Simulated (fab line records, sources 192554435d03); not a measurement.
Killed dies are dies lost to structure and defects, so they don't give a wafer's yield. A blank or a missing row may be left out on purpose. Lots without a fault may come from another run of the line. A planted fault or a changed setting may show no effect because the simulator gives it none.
A struck lot beside a sound one | flow n5_finfet | 16 steps out of a route of 1938
Sound: wafers L362.3, L362.4, L362.6. Struck: wafers L352.3, L352.4, L352.5. The cause comes at the end.
At each step with rows: each side's tool, then ch and its chambers, then its first start. Under that, the readings that differ: sound wafers | struck wafers | difference of the means | sigmas: that difference in standard deviations of wafers without a fault.
alike: readings whose means differ by less than 2 such deviations, and words and numbers that are the same on both sides. not compared: withheld readings, readings that some wafer has no value for, bounds like >300 that may hide the same value, and numbers for which the record gives no deviation and whose values overlap.
The two part at a step that has a row with sigmas, a row that says differs or no value, or rows on one side only. Numbers that don't overlap but have no deviation are shown without sigmas and don't part them. A reading that every wafer of one side lacks parts them only if that side has two wafers or more.

first, 3 steps without rows for these wafers: N5_BEOL_M3_SRD_40 (time 30 s); N5_BEOL_M3_PRECLEAN_42 (cleans in residue remover, time 60 s); N5_BEOL_M3_SRD_43 (time 30 s).
N5_BEOL_M3_CD_MEAS_35: target cd 18 nm, target cd y 21 nm.
  sound on cd_sem-01, day 12 03:45; struck on cd_sem-02, day 9 14:53
  alike: cd_nm
then, 1 step without rows for these wafers: N5_BEOL_M3_DEGAS_44 (time 60 s).
N5_BEOL_M3_PRE_CLEAN_45: time 30 s.
  sound on pvd_sputter-03, day 12 04:00; struck on pvd_sputter-03, day 9 14:58
  alike: heater_power_w
N5_BEOL_M3_ALD_84: deposits TaN, pulse time 2 s, purge time 3 s, co reactant purge time 2 s.
  sound on ald_metal-02 ch 0,3, day 12 04:04; struck on ald_metal-02 ch 0,1, day 9 15:02
  alike: chamber_pressure_Torr, heater_power_outer_w, heater_power_w
N5_BEOL_M3_SURFACE_TREAT_85:
  sound on pvd_sputter-01, day 12 04:19; struck on pvd_sputter-01, day 9 15:23
  not compared: throttle_valve_pct
then, 3 steps without rows for these wafers: N5_BEOL_M3_CVD_47 (deposits Co from CCTBA/H2, target thk 3 nm, time 223.8 s); N5_BEOL_M3_SPUTTER_48 (material Cu, target thk 4.5 nm, time 8.29 s); N5_BEOL_M3_ANNEAL_49 (time 240 s).
N5_BEOL_M3_SPUTTER_79: material Cu, target thk 4.5 nm, time 8.29 s.
  sound on pvd_sputter-01, day 12 04:47; struck on pvd_sputter-01, day 9 15:50
  alike: chuck_sensor_temp_C, throttle_valve_pct
N5_BEOL_M3_ANNEAL_80: time 240 s.
  sound on pvd_sputter-01, day 12 04:52; struck on pvd_sputter-01, day 9 15:55
  no value came back on the struck wafers for heater_power_w (W), susceptor_temp_C (C); on the sound wafers heater_power_w (W) reads 786 833 833
N5_BEOL_M3_SPUTTER_81: material Cu, target thk 4.5 nm, time 8.29 s.
  sound on pvd_sputter-01, day 12 05:00; struck on pvd_sputter-01, day 9 16:04
  alike: chuck_sensor_temp_C, throttle_valve_pct
N5_BEOL_M4_RC_MEAS_101:
  sound on prober-01 ch 0, day 12 20:43; struck on prober-02 ch 0, day 10 06:15
  reading       | sound          | struck         | difference | sigmas
  DIBL_N (mV/V) | 36.2 38.5 38.8 | 34.9 33.9 34.0 | -3.6       | -2
  DIBL_P (mV/V) | 35.5 38.5 38.3 | 33.8 32.3 32.0 | -4.7       | -2
  alike: IOFF_N, IOFF_P, ION_N, ION_P, SS_N, SS_P, VT_N, VT_P
-- the record jumps here: 4 days lie between the struck wafers' starts before and after (it left off in module BEOL_M4 and takes up again in module PASSIVATION, whose first step shown is number 1936 of the route) --
N5_PASSIVATION_PROBE_49:
  sound on prober-01, day 17 15:30; struck on prober-01, day 14 14:41
  reading                  | sound          | struck         | difference | sigmas
  defect_limited_yield (%) | 92.6 94.3 90.9 | 90.8 88.6 89.0 | -3.1       | -2
  killed_dies              | 87 67 107      | 109 134 130    | +37        | +2
  killed_open              | 55 50 63       | 89 96 92       | +36        | +3
  sort_n_pass              | 1093 1113 1073 | 1071 1046 1050 | -37        | -2
  sort_yield_pct (%)       | 92.6 94.3 90.9 | 90.8 88.6 89.0 | -3.1       | -2
  alike: killed_at_M0_to_M3, killed_at_M4_up, killed_at_contacts, killed_at_front_end, killed_at_other, killed_short, sort_bin_5_function, sort_bin_6_memory

WHERE THEY PART
First at N5_BEOL_M3_ANNEAL_80; last, within this record, at N5_PASSIVATION_PROBE_49.

WHY: what the simulator had put in
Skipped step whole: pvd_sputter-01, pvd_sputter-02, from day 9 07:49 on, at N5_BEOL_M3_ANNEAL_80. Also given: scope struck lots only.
